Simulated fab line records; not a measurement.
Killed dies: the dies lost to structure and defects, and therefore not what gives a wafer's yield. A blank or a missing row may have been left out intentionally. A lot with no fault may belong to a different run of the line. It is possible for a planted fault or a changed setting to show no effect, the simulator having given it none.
The tool behind it: which one?	flow nand-harc	6 lots with 18 wafers sampled at 4 steps, on a route of 1159 steps

## WHAT THE GAUGES SHOWED, per wafer
NHARC_A_CHANNEL_HOLE_D1_INSPECT_40.
lot	measured	on	raw-defect-count
L389	day 8 23:25	defect-inspect-01	40 38 39
L392	day 9 07:25	defect-inspect-01	93 61 67
L397	day 10 16:58	defect-inspect-02	73 73 60
L404	day 12 13:38	defect-inspect-01	88 98 91
L409	day 13 13:01	defect-inspect-01	98 696 712
L411	day 14 13:14	defect-inspect-01	74 40 54

## EACH LOT AND THE TOOL THAT RAN IT (in order: tool; ch and the chambers of the sampled wafers; start)
lot	NHARC_A_CHANNEL_HOLE_D1_ETCH_19	NHARC_A_CHANNEL_HOLE_D1_ETCH_23	NHARC_A_CHANNEL_HOLE_D1_ETCH_24
L389	har-etch-02 ch 0,1, day 8 17:15	har-etch-02 ch 0,1, day 8 18:46	har-etch-02 ch 0,1, day 8 19:29
L392	har-etch-01 ch 0,1, day 9 01:43	har-etch-01 ch 0,1, day 9 03:15	har-etch-01 ch 0,1, day 9 03:58
L397	har-etch-01 ch 0,1, day 10 11:16	har-etch-01 ch 0,1, day 10 12:41	har-etch-01 ch 0,1, day 10 13:23
L404	har-etch-01 ch 0, day 12 07:46	har-etch-01 ch 0, day 12 09:19	har-etch-01 ch 0, day 12 10:02
L409	har-etch-01 ch 0,1, day 13 07:20	har-etch-01 ch 0,1, day 13 08:47	har-etch-01 ch 0,1, day 13 09:29
L411	har-etch-02 ch 0,1, day 14 07:31	har-etch-02 ch 0,1, day 14 08:58	har-etch-02 ch 0,1, day 14 09:39
- NHARC_A_CHANNEL_HOLE_D1_ETCH_19: etches the open film in C4F8/O2/Ar, time 34.5 s.
- NHARC_A_CHANNEL_HOLE_D1_ETCH_23: etches the open film in C4F8/O2/Ar, time 819 s, target depth 1600 nm.
- NHARC_A_CHANNEL_HOLE_D1_ETCH_24: etches the open film in C4F8/O2/Ar, time 906.2 s, target depth 1500 nm.

## THE ANSWER, worked out from the rows above alone
Rule: the usual values come from the lots themselves. The widest of any qualifying gaps counts: lots, ordered by their means at a reading, are off when they make up no more than a third of the lots, leave a main group of 4 or more, and stand apart from it by 3 or more times the standard deviation of that group's means. The tables above print the reading to a certain number of digits; a main group whose means all agree to those digits is not used. Also off: a lot with no number at a reading for which 4 or more lots have one. Where the step has rows for the other lots, those lots are counted as sound.
Off: L409 (NHARC_A_CHANNEL_HOLE_D1_INSPECT_40, raw-defect-count). For the main group the mean is 66 and the standard deviation 18.
If a tool, at a process step before that reading, ran all the lots that are off and no sound lot after the first of them, it fits. The gauges at NHARC_A_CHANNEL_HOLE_D1_INSPECT_40 are tried like those tools. One candidate fits, namely har-etch-01 at NHARC_A_CHANNEL_HOLE_D1_ETCH_19 and NHARC_A_CHANNEL_HOLE_D1_ETCH_23 and NHARC_A_CHANNEL_HOLE_D1_ETCH_24. At NHARC_A_CHANNEL_HOLE_D1_ETCH_19 its last sound lot is L404 (day 12 07:46), its first lot that is off L409 (day 13 07:20): a fault that began between those two fits.

## WHAT THE SIMULATOR HAD INSERTED
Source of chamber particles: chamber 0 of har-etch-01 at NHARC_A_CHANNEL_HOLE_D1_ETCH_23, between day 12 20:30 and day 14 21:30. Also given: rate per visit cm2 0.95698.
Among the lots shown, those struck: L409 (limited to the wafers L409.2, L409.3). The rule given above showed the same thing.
